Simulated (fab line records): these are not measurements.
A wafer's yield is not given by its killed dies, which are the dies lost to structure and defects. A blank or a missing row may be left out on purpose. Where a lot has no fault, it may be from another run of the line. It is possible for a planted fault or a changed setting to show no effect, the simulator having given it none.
fab line records -- flow nand-harc
record lots=6, wafers=18, last-day=22
route steps=1159 shown P_START@1 P_ZERO_WELL@2 END@1159
lots that met no fault: from a run of the same line without faults
start-h: the number of hours between the record's first day and the start of the first shown wafer of the lot -- wait-h: hours from the lot's prior step to this one -- " as in the row above -- L1.1+2: several wafers, shown together as one row -- - value missing, or start not given -- * or withheld: withheld -- < > ~ a bound
route shown NAME@n: a module of which the file shows steps, and the number in the route of the first -- usual: the fault-free wafers' mean and standard deviation -- same: alike in all rows -- chamber/n: place in a boat -- sites: readings site by site -- _std_site: standard deviation across them -- _edge_site: outer sites' mean less inner sites' -- radius-mm: for every site, how far away it sits from the centre of the wafer -- mask NAME#n: copy n -- behind: tool/chamber where the wafer was last shaped -- hold: cause of the lot's hold/its duration in hours/its outcome -- device: whichever transistor did not switch (one of n, p or np) -- end of line: tests run on the same wafers once the route is complete -- where a step has no rows: the recipe by itself -- killed: dies that structure and defects cost at the first sort, which is not the same as the wafer's yield -- map: a wafer's dies, x killed, . not, _ none there
set.NAME: the setting as run; set.NAME@STEP: as run at that earlier step -- model.NAME: the simulator's own value behind a step, which no gauge read
lots at some steps of the route; a table a step, a row a wafer
services: a tool's chamber out of use, with start hour (start-h, from the record's first day; less than 0 if before it), hours out, and reason
## steps
# step NHARC_P_START_INSPECT_01
# usual raw-defect-count=3.1/1.9
lot.wafer,tool,chamber,start-h,wait-h,raw-defect-count
L550.1,defect-inspect-02,-,30.03,-,4
L550.2,defect-inspect-02,-,30.03,-,3
L550.4,defect-inspect-02,-,30.03,-,3
L551.1,defect-inspect-02,-,36.04,-,7
L551.2,defect-inspect-02,-,36.04,-,2
L551.4,defect-inspect-02,-,36.04,-,1
L555.1,defect-inspect-01,-,60.04,-,5
L555.2,defect-inspect-01,-,60.04,-,3
L555.6,defect-inspect-01,-,60.04,-,5
L557.3,defect-inspect-01,-,72.04,-,3
L557.4,defect-inspect-01,-,72.04,-,0
L557.5,defect-inspect-01,-,72.04,-,1
L558.4,defect-inspect-01,-,78.04,-,1
L558.5,defect-inspect-01,-,78.04,-,7
L558.6,defect-inspect-01,-,78.04,-,2
L560.2,defect-inspect-01,-,90.04,-,8
L560.3,defect-inspect-01,-,90.04,-,3
L560.5,defect-inspect-01,-,90.04,-,7
# step NHARC_P_ZERO_WELL_PRECLEAN_00
# recipe time-s=600, temp-c=120, chemistry=SPM
# step NHARC_P_ZERO_WELL_SRD_01
# step NHARC_P_ZERO_WELL_PECVD_02
# recipe target-thk-a=100, temp-c=400, pressure-torr=6.5, rf-w=withheld, teos-flow-sccm=withheld, flow-sccm=2650, target-thk-nm=10, gas=O2, material=SiO2
lot.wafer,tool,chamber,start-h,wait-h
L550.1+2+4,pecvd-04,"2,1,2",30.44,-
L551.1+2+4,pecvd-02,"2,0,0",36.44,-
L555.1+2+6,pecvd-04,"0,2,2",60.45,-
L557.3+4+5,pecvd-04,"2,1,2",72.52,-
L557.3+4+5,pecvd-04,"2,1,2",73.17,-
L558.6+4+5,pecvd-04,"2,0,1",78.56,-
L560.2+3+5,pecvd-04,"1,0,1",90.56,-
L560.2+3+5,pecvd-04,"1,0,1",91.73,-
# step NHARC_P_ZERO_WELL_DEHYDRATE_03
# recipe temp-c=150, time-s=120
# step NHARC_END_SORT_01
# recipe temp-c=25
# usual killed-at-array=27/11, killed-at-other=0.7/1.1, killed-at-periphery=3.6/2.4, killed-dies=32/11, killed-open=3.3/1.8, killed-short=2.1/1.5
# same gross-dies=677
lot.wafer,tool,chamber,start-h,wait-h,killed-at-array,killed-at-other,killed-at-periphery,killed-dies,killed-open,killed-short
L551.1,prober-01,0,454.46,2.5,13,0,12,25,2,3
L551.2,prober-01,0,455.26,2.8,15,0,4,19,0,6
L551.4,prober-01,0,456.86,3.4,11,1,2,14,3,1
L555.1,prober-01,0,494.46,2.6,19,0,3,22,2,1
L555.2,prober-01,0,495.25,2.8,27,1,1,29,2,0
L555.6,prober-01,0,498.39,3.9,30,0,5,35,9,1
# killed by level:class
L551.1 P_ZERO_WELL:chamber-film-flake=7 A_STAIRCASE:chamber-film-flake=3 A_WL_FILL:chamber-film-flake=2 P_CONTACT:geometric-particle:short=1 P_M0:geometric-particle:open=1 A_SOURCE_PLATE:geometric-particle:short=1 A_CHANNEL_FILL_D1:geometric-particle:open=1 A_CHANNEL_FILL_D1:geometric-particle:short=1
L551.2 P_ZERO_WELL:chamber-film-flake=4 A_CHANNEL_FILL_D1:chamber-film-flake=3 A_CONTACT:geometric-particle:short=2 A_STAIRCASE:chamber-film-flake=2 A_CONTACT:chamber-film-flake=2 A_ONON_D1:geometric-particle:short=1 A_CHANNEL_FILL_D1:geometric-particle:short=1 A_BLC:geometric-particle:short=1
L551.4 A_CHANNEL_HOLE_D1:chamber-film-flake=3 P_ZERO_WELL:chamber-film-flake=2 A_STAIRCASE:chamber-film-flake=2 A_SOURCE_PLATE:geometric-particle:open=1 A_ONON_D1:geometric-particle:short=1 A_STAIRCASE:geometric-particle:open=1 A_BLC:geometric-particle:open=1 A_ZERO_WELL:chamber-film-flake=1
L555.1 A_STAIRCASE:chamber-film-flake=5 A_SLIT:chamber-film-flake=5 A_CHANNEL_HOLE_D1:chamber-film-flake=3 A_CONTACT:chamber-film-flake=3 P_ZERO_WELL:chamber-film-flake=2 A_CHANNEL_FILL_D1:geometric-particle:short=1 A_SGD_CUT:geometric-particle:open=1 A_CONTACT:geometric-particle:open=1
L555.2 A_SLIT:chamber-film-flake=10 A_STAIRCASE:chamber-film-flake=8 A_CHANNEL_HOLE_D1:chamber-film-flake=4 A_CONTACT:chamber-film-flake=3 A_CONTACT:geometric-particle:open=1 P_CONTACT:chamber-film-flake=1 STARTING-WAFER:geometric-particle:open=1 A_CHANNEL_FILL_D1:chamber-film-flake=1
L555.6 A_SLIT:chamber-film-flake=11 A_STAIRCASE:chamber-film-flake=4 A_CONTACT:geometric-particle:open=3 A_CHANNEL_HOLE_D1:chamber-film-flake=3 A_CONTACT:chamber-film-flake=3 P_STI:geometric-particle:open=1 P_M0:geometric-particle:open=1 A_SOURCE_PLATE:geometric-particle:open=1
## services
tool,chamber,start-h,hours,kind
pecvd-02,-,13.27,3.3,repair
pecvd-04,-,14.00,13.0,pm
pecvd-04,0,14.00,13.0,vent-cycle
pecvd-04,1,14.00,13.0,vent-cycle
pecvd-04,2,14.00,13.0,vent-cycle
pecvd-04,0,27.00,-,clean
pecvd-04,1,27.00,-,clean
pecvd-04,2,27.00,-,clean
## key
first-sign step=NHARC_P_ZERO_WELL_PECVD_02, reading=visit, direction=added
effect none on later readings
met-at NHARC_P_ZERO_WELL_PECVD_02
struck-wafers L557.3,L557.4,L557.5,L560.2,L560.3,L560.5
tester-left-out L557,L560
fault kind=repeated-step-whole, tool=pecvd-01,pecvd-02,pecvd-04, chamber=-, onset-h=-, steps=NHARC_P_ZERO_WELL_PECVD_02, times=1, scope=struck-lots-only
# tester-left-out: of these lots the tester's yield and bins aren't shown, on N5 and GAA mostly nor the transistor test; their killed dies are dies lost to structure and defects alone, not to doping, threshold or leakage, so they don't give the yield
